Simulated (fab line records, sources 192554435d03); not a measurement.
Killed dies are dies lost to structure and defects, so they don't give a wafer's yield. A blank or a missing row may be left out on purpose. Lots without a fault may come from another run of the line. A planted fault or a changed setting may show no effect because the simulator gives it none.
Chamber matching | flow n5_finfet | N5_GATE_CUT_STRIP_59 on rie_diel-01: 4 sister chambers
The step strips in N2/H2, time 20 s. 4 wafers are shown with their chamber, then 10 later ones without.

WAFERS WITH THEIR CHAMBER
wafer  | chamber | showerhead_plenum_p_Torr (Torr)
L081.2 | 3       | 3.50
L085.5 | 0       | 3.57
L086.1 | 2       | 3.24
L086.2 | 1       | 3.51

WAFERS WITHOUT THEIR CHAMBER
wafer  | showerhead_plenum_p_Torr (Torr)
L086.3 | 3.57
L086.4 | 3.49
L086.5 | 3.49
L086.6 | 3.57
L089.1 | 3.49
L089.4 | 3.24
L089.5 | 3.49
L097.1 | 3.56
L097.3 | 3.23
L097.5 | 3.23

WHICH CHAMBER EACH WENT THROUGH
wafer  | from the rows above     | in truth
L086.3 | 0                       | 0
L086.4 | can't be placed: 3 or 1 | 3
L086.5 | can't be placed: 3 or 1 | 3
L086.6 | 0                       | 0
L089.1 | can't be placed: 3 or 1 | 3
L089.4 | 2                       | 2
L089.5 | can't be placed: 3 or 1 | 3
L097.1 | 0                       | 0
L097.3 | 2                       | 2
L097.5 | 2                       | 2
Placed correctly: 6 of 10. Can't be placed from these rows: 4 (the true chamber is among the candidates in 4). Placed wrongly: 0.
How it was worked out, from the rows above alone: a wafer's distance from a chamber is the root of the sum, over the readings, of the square of ((its reading less the chamber's mean) divided by the reading's scatter). The wafer belongs to the nearest chamber; if the next one is less than 2 further off, it can't be placed. A chamber's mean is the mean of its shown wafers. The scatter: with one shown wafer a chamber, the root of the mean of the squares of how far each hidden wafer lies from its nearest shown one.
